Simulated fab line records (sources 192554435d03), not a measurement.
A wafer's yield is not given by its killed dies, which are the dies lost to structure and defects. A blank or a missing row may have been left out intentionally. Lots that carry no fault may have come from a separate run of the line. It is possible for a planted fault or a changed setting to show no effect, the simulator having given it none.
Split-lot experiment || flow n5_finfet || on a route of 1938 steps: 7 lots, 39 wafers read

THE SPLIT
At N5_HKMG_FIN_DEVELOP_11 (develop time 30 s), the setting develop_time_s was moved away from the recipe's 30 s on 12 of the 39 wafers read, by -25.0% to +21.7%. All remaining wafers had this setting at the recipe value.

Between the split and the reading, the file records no step.

THE READING
Shown in nm: cd_nm at N5_HKMG_FIN_CD_MEAS_12, with target cd 92.8 nm. On this fab line, fault-free wafers typically give 92.9 nm with a standard deviation of 0.61 nm.

{"wafer": "L074.1", "tool, chamber at the split": "litho_track-03, 0", "develop_time_s as run, s": 30, "against the recipe": "recipe", "cd_nm, nm": 92.5, "against lot-mates on the recipe": "-"}
{"wafer": "L074.5", "tool, chamber at the split": "litho_track-03, 0", "develop_time_s as run, s": 30, "against the recipe": "recipe", "cd_nm, nm": 92.2, "against lot-mates on the recipe": "-"}
{"wafer": "L074.6", "tool, chamber at the split": "litho_track-03, 0", "develop_time_s as run, s": 30, "against the recipe": "recipe", "cd_nm, nm": 92.8, "against lot-mates on the recipe": "-"}
{"wafer": "L076.1", "tool, chamber at the split": "litho_track-03, 0", "develop_time_s as run, s": 30, "against the recipe": "recipe", "cd_nm, nm": 93.2, "against lot-mates on the recipe": "-"}
{"wafer": "L076.2", "tool, chamber at the split": "litho_track-03, 0", "develop_time_s as run, s": 30, "against the recipe": "recipe", "cd_nm, nm": 93.2, "against lot-mates on the recipe": "-"}
{"wafer": "L076.3", "tool, chamber at the split": "litho_track-03, 0", "develop_time_s as run, s": 30, "against the recipe": "recipe", "cd_nm, nm": 92.8, "against lot-mates on the recipe": "-"}
{"wafer": "L076.4", "tool, chamber at the split": "litho_track-03, 0", "develop_time_s as run, s": 30, "against the recipe": "recipe", "cd_nm, nm": 93.7, "against lot-mates on the recipe": "-"}
{"wafer": "L076.5", "tool, chamber at the split": "litho_track-03, 0", "develop_time_s as run, s": 30, "against the recipe": "recipe", "cd_nm, nm": 92.7, "against lot-mates on the recipe": "-"}
{"wafer": "L076.6", "tool, chamber at the split": "litho_track-03, 0", "develop_time_s as run, s": 30, "against the recipe": "recipe", "cd_nm, nm": 93.1, "against lot-mates on the recipe": "-"}
{"wafer": "L079.1", "tool, chamber at the split": "litho_track-05, 0", "develop_time_s as run, s": 22.49, "against the recipe": "-25.0%", "cd_nm, nm": 91.9, "against lot-mates on the recipe": -1.6}
{"wafer": "L079.2", "tool, chamber at the split": "litho_track-05, 0", "develop_time_s as run, s": 30, "against the recipe": "recipe", "cd_nm, nm": 93.3, "against lot-mates on the recipe": "-"}
{"wafer": "L079.3", "tool, chamber at the split": "litho_track-05, 0", "develop_time_s as run, s": 22.49, "against the recipe": "-25.0%", "cd_nm, nm": 92.0, "against lot-mates on the recipe": -1.5}
{"wafer": "L079.4", "tool, chamber at the split": "litho_track-05, 0", "develop_time_s as run, s": 30, "against the recipe": "recipe", "cd_nm, nm": 93.5, "against lot-mates on the recipe": "-"}
{"wafer": "L079.5", "tool, chamber at the split": "litho_track-05, 0", "develop_time_s as run, s": 22.49, "against the recipe": "-25.0%", "cd_nm, nm": 91.3, "against lot-mates on the recipe": -2.2}
{"wafer": "L079.6", "tool, chamber at the split": "litho_track-05, 0", "develop_time_s as run, s": 30, "against the recipe": "recipe", "cd_nm, nm": 93.7, "against lot-mates on the recipe": "-"}
{"wafer": "L081.1", "tool, chamber at the split": "litho_track-05, 0", "develop_time_s as run, s": 36.51, "against the recipe": "+21.7%", "cd_nm, nm": 92.1, "against lot-mates on the recipe": "+0.2"}
{"wafer": "L081.2", "tool, chamber at the split": "litho_track-05, 0", "develop_time_s as run, s": 36.51, "against the recipe": "+21.7%", "cd_nm, nm": 93.3, "against lot-mates on the recipe": "+1.4"}
{"wafer": "L081.3", "tool, chamber at the split": "litho_track-05, 0", "develop_time_s as run, s": 36.51, "against the recipe": "+21.7%", "cd_nm, nm": 93.4, "against lot-mates on the recipe": "+1.5"}
{"wafer": "L081.4", "tool, chamber at the split": "litho_track-05, 0", "develop_time_s as run, s": 30, "against the recipe": "recipe", "cd_nm, nm": 91.8, "against lot-mates on the recipe": "-"}
{"wafer": "L081.5", "tool, chamber at the split": "litho_track-05, 0", "develop_time_s as run, s": 30, "against the recipe": "recipe", "cd_nm, nm": 91.7, "against lot-mates on the recipe": "-"}
{"wafer": "L081.6", "tool, chamber at the split": "litho_track-05, 0", "develop_time_s as run, s": 30, "against the recipe": "recipe", "cd_nm, nm": 92.3, "against lot-mates on the recipe": "-"}
{"wafer": "L089.1", "tool, chamber at the split": "litho_track-03, 0", "develop_time_s as run, s": 35.05, "against the recipe": "+16.8%", "cd_nm, nm": 93.4, "against lot-mates on the recipe": "+1.5"}
{"wafer": "L089.2", "tool, chamber at the split": "litho_track-03, 0", "develop_time_s as run, s": 30, "against the recipe": "recipe", "cd_nm, nm": 92.3, "against lot-mates on the recipe": "-"}
{"wafer": "L089.3", "tool, chamber at the split": "litho_track-03, 0", "develop_time_s as run, s": 35.05, "against the recipe": "+16.8%", "cd_nm, nm": 93.1, "against lot-mates on the recipe": "+1.2"}
{"wafer": "L089.4", "tool, chamber at the split": "litho_track-03, 0", "develop_time_s as run, s": 35.05, "against the recipe": "+16.8%", "cd_nm, nm": 92.8, "against lot-mates on the recipe": "+0.9"}
{"wafer": "L089.5", "tool, chamber at the split": "litho_track-03, 0", "develop_time_s as run, s": 30, "against the recipe": "recipe", "cd_nm, nm": 91.6, "against lot-mates on the recipe": "-"}
{"wafer": "L089.6", "tool, chamber at the split": "litho_track-03, 0", "develop_time_s as run, s": 30, "against the recipe": "recipe", "cd_nm, nm": 91.7, "against lot-mates on the recipe": "-"}
{"wafer": "L090.1", "tool, chamber at the split": "litho_track-04, 0", "develop_time_s as run, s": 22.73, "against the recipe": "-24.2%", "cd_nm, nm": 91.4, "against lot-mates on the recipe": -1.9}
{"wafer": "L090.2", "tool, chamber at the split": "litho_track-04, 0", "develop_time_s as run, s": 22.73, "against the recipe": "-24.2%", "cd_nm, nm": 91.3, "against lot-mates on the recipe": -2.0}
{"wafer": "L090.3", "tool, chamber at the split": "litho_track-04, 0", "develop_time_s as run, s": 30, "against the recipe": "recipe", "cd_nm, nm": 94.1, "against lot-mates on the recipe": "-"}
{"wafer": "L090.4", "tool, chamber at the split": "litho_track-04, 0", "develop_time_s as run, s": 30, "against the recipe": "recipe", "cd_nm, nm": 92.8, "against lot-mates on the recipe": "-"}
{"wafer": "L090.5", "tool, chamber at the split": "litho_track-04, 0", "develop_time_s as run, s": 22.73, "against the recipe": "-24.2%", "cd_nm, nm": 91.6, "against lot-mates on the recipe": -1.7}
{"wafer": "L090.6", "tool, chamber at the split": "litho_track-04, 0", "develop_time_s as run, s": 30, "against the recipe": "recipe", "cd_nm, nm": 93.0, "against lot-mates on the recipe": "-"}
{"wafer": "L092.1", "tool, chamber at the split": "litho_track-05, 0", "develop_time_s as run, s": 30, "against the recipe": "recipe", "cd_nm, nm": 93.3, "against lot-mates on the recipe": "-"}
{"wafer": "L092.2", "tool, chamber at the split": "litho_track-05, 0", "develop_time_s as run, s": 30, "against the recipe": "recipe", "cd_nm, nm": 92.9, "against lot-mates on the recipe": "-"}
{"wafer": "L092.3", "tool, chamber at the split": "litho_track-05, 0", "develop_time_s as run, s": 30, "against the recipe": "recipe", "cd_nm, nm": 93.3, "against lot-mates on the recipe": "-"}
{"wafer": "L092.4", "tool, chamber at the split": "litho_track-05, 0", "develop_time_s as run, s": 30, "against the recipe": "recipe", "cd_nm, nm": 92.7, "against lot-mates on the recipe": "-"}
{"wafer": "L092.5", "tool, chamber at the split": "litho_track-05, 0", "develop_time_s as run, s": 30, "against the recipe": "recipe", "cd_nm, nm": 93.4, "against lot-mates on the recipe": "-"}
{"wafer": "L092.6", "tool, chamber at the split": "litho_track-05, 0", "develop_time_s as run, s": 30, "against the recipe": "recipe", "cd_nm, nm": 93.0, "against lot-mates on the recipe": "-"}

THE FIT
A straight line over all 39 wafers: cd_nm changes by +0.0339 nm for each +1% of develop_time_s; r = +0.56; the points scatter about the line by 0.63 nm.
The same after taking each lot's own level away (the mean of its wafers on the recipe; 39 wafers): +0.0667 nm for each +1%; r = +0.92; scatter 0.37 nm.
The reading moves by 1.7 nm for the largest change in develop_time_s, on that fit.
The lots' own levels span 91.87 to 93.50 nm, that is 2.7 times the standard deviation above.
So the lot-to-lot level blurs the effect unless lot-mates are compared.
Check: for one of the wafers moved furthest among these (-25.0%), held out of the fit, the line's prediction against its lot-mates is -1.74 nm. It came out at -1.6 nm against them.

ADDITIONAL SPLITS CARRIED BY THESE WAFERS
Note: prior to the reading, these wafers also went through further splits. Each is held against what the fit with the lots' levels taken away leaves over:
{"other split on the same wafers": "N5_FIN_SAQP_PECVD_06 time_s", "wafers away from the commonest value": 6, "r with cd_nm (lot level and that fit taken away)": -0.09}
{"other split on the same wafers": "N5_FIN_SAQP_ETCH_65 time_s", "wafers away from the commonest value": 15, "r with cd_nm (lot level and that fit taken away)": "+0.01"}

FILE'S OWN FIT
cd_nm changes by +0.0667 nm for each +1% of develop_time_s, r = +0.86.
